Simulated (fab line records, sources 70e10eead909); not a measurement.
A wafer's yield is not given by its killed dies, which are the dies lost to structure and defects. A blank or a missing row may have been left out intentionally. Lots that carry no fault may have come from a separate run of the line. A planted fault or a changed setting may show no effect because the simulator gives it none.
Struck lot and sound lot, side by side	flow nand_harc	24 steps out of a route of 1159
Sound: wafers L645.1, L645.3, L645.5. The struck wafers were L635.2, L635.3, L635.6. The cause is named last.
Per side, at each step with rows, come the tool, then ch with its chambers, and then its first start. Under that, the readings that differ: sound wafers	struck wafers	difference of the means	sigmas: that difference in standard deviations of wafers without a fault.
alike: readings with means less than 2 such deviations apart, plus words and numbers identical on both sides. not compared: withheld readings, readings lacking a value on some wafer, bounds such as >300 that could conceal the same value, and numbers that have no deviation in the record and whose values overlap.
The two part at a step that has a row with sigmas, a row that says differs or no value, or rows on one side only. Numbers that have no deviation but don't overlap get no sigmas and don't part them. A reading that every wafer of one side lacks parts them only if that side has two wafers or more.

NHARC_P_M1_INSPECT_27:
  sound on defect_inspect-01 at day 10 06:22; struck on defect_inspect-02 at day 7 20:44
  alike: raw_defect_count
NHARC_P_M1_PRE_CLEAN_32: time 12 s.
  sound on pecvd-03 ch 0,1,2, day 10 06:27; struck on pecvd-03 ch 0,2, day 7 20:49
  alike: heater_power_w
NHARC_P_M1_DEP_33: deposits SiCN, target thk 30 nm.
  sound on pecvd-03 ch 0,1,2, day 10 06:33; struck on pecvd-03 ch 0,2, day 7 20:53
  alike: heater_power_w
then, 8 steps without rows for these wafers: NHARC_P_M2_DEP_00 (deposits SiOC, target thk 182.5 nm); NHARC_P_M2_DEHYDRATE_01 (time 120 s); NHARC_P_M2_HMDS_02 (time 30 s); NHARC_P_M2_COAT_34 (time 65 s); NHARC_P_M2_COAT_03 (resist thk 90 nm); NHARC_P_M2_SOFTBAKE_04 (time 55 s); NHARC_P_M2_EBR_05; NHARC_P_M2_EXPOSE_06 (exposes mask P M2, target cd 170 nm).
NHARC_P_M2_PEB_07: peb time 65 s.
  sound on litho_track-06 ch 0, day 10 07:41; struck on litho_track-01 ch 0, day 7 22:04
then, 1 step without rows for these wafers: NHARC_P_M2_DEVELOP_08 (develop time 35 s).
NHARC_P_M2_CD_MEAS_09: target cd 170 nm.
  sound on cd_sem-02 ch 0, day 10 07:46; struck on cd_sem-02 ch 0, day 7 22:09
reading	sound	struck	difference	sigmas
cd_nm (nm)	170.1 171.0 170.1	176.7 177.0 177.3	+6.6	+8
NHARC_P_M2_OVL_MEAS_10: pitch 340 nm.
  sound on overlay-02 at day 10 07:52; struck on overlay-01 at day 7 22:14
  alike: overlay_x_nm, overlay_y_nm
NHARC_P_M2_INSPECT_11:
  sound on defect_inspect-02 at day 10 07:53; struck on defect_inspect-02 at day 7 22:16
  alike: raw_defect_count
NHARC_P_M2_DESCUM_14: chemistry O2, time 3 s.
  sound on rie_diel-10 ch 0,1,2, day 10 07:58; struck on rie_diel-11 ch 2,3, day 7 22:20
reading	sound	struck	difference	sigmas
model.P_M2.cd_nm (nm)	169.6 171.3 170.2	177.8 177.7 178.3	+7.6	
  alike: drypump_motor_current_A, oes_product_au, rf_vpp_V, showerhead_plenum_p_Torr, throttle_valve_pct
  not compared: rf_hours_counter_h
NHARC_P_M2_ETCH_35: etches the open film in N2/H2, target depth 40 nm, overetch 12 nm, time 43.94 s.
  sound on rie_diel-10 ch 0,1, day 10 08:02; struck on rie_diel-11 ch 1,2,3, day 7 22:26
  alike: drypump_motor_current_A, oes_product_au, rf_vpp_V, showerhead_plenum_p_Torr, throttle_valve_pct
  not compared: rf_hours_counter_h
NHARC_P_M2_ETCH_15: etches the open film in C4F8/Ar, target depth 182.5 nm, time 91.2 s.
  sound: rie_diel-10 ch 1,2,3; struck: rie_diel-11 ch 1,3
  alike: oes_product_au, rf_vpp_V
  not compared: rf_hours_counter_h
NHARC_P_M2_CD_MEAS_16:
  sound on cd_sem-03 at day 10 08:16; struck on cd_sem-03 at day 7 22:41
reading	sound	struck	difference	sigmas
cd_nm (nm)	169.7 171.6 170.3	177.9 177.6 178.7	+7.5	+7
NHARC_P_M2_STRIP_18: strips in N2/H2.
  sound on rie_diel-07 ch 2,3, day 10 08:20; struck on rie_diel-07 ch 2,3, day 7 22:47
  alike: drypump_motor_current_A, oes_product_au, rf_vpp_V, showerhead_plenum_p_Torr, throttle_valve_pct
  not compared: rf_hours_counter_h
NHARC_P_M2_ETCH_28: etches the open film in CF4/N2, target depth 30 nm, time 72.99 s.
  sound: rie_diel-07 ch 1,2; struck: rie_diel-07 ch 0,3
reading	sound	struck	difference	sigmas
model.P_M2.cd_nm (nm)	171 171.1 170.2	178.3 179.5 178.8	+8.1	
  alike: drypump_motor_current_A, oes_product_au, rf_vpp_V, showerhead_plenum_p_Torr, throttle_valve_pct
  not compared: rf_hours_counter_h
then, 1 step without rows for these wafers: NHARC_P_M2_STRIP_19 (strips in post etch residue remover, time 600 s).
-- record jumps: 13 days between struck wafers' starts before vs after; left off in module P_M2, resumes in module END, first step shown is number 1159 of the route --
NHARC_END_SORT_01:
  sound on prober-01 ch 0, day 23 13:24; struck on prober-01 ch 0, day 21 10:43
  alike: defect_limited_yield, killed_at_array, killed_at_other, killed_at_periphery, killed_dies, killed_open, killed_short, sort_bin_2_pct, sort_bin_3_pct, sort_bin_4_pct, sort_n_pass, sort_rim_yield_pct, sort_yield_pct

## WHERE THEY PART
Earliest at NHARC_P_M2_CD_MEAS_09; latest, in this record, at NHARC_P_M2_CD_MEAS_16. Later steps at which nothing parts them and some readings are alike: NHARC_P_M2_STRIP_18, NHARC_P_M2_ETCH_28, NHARC_END_SORT_01.

WHY: whatever the simulator had introduced
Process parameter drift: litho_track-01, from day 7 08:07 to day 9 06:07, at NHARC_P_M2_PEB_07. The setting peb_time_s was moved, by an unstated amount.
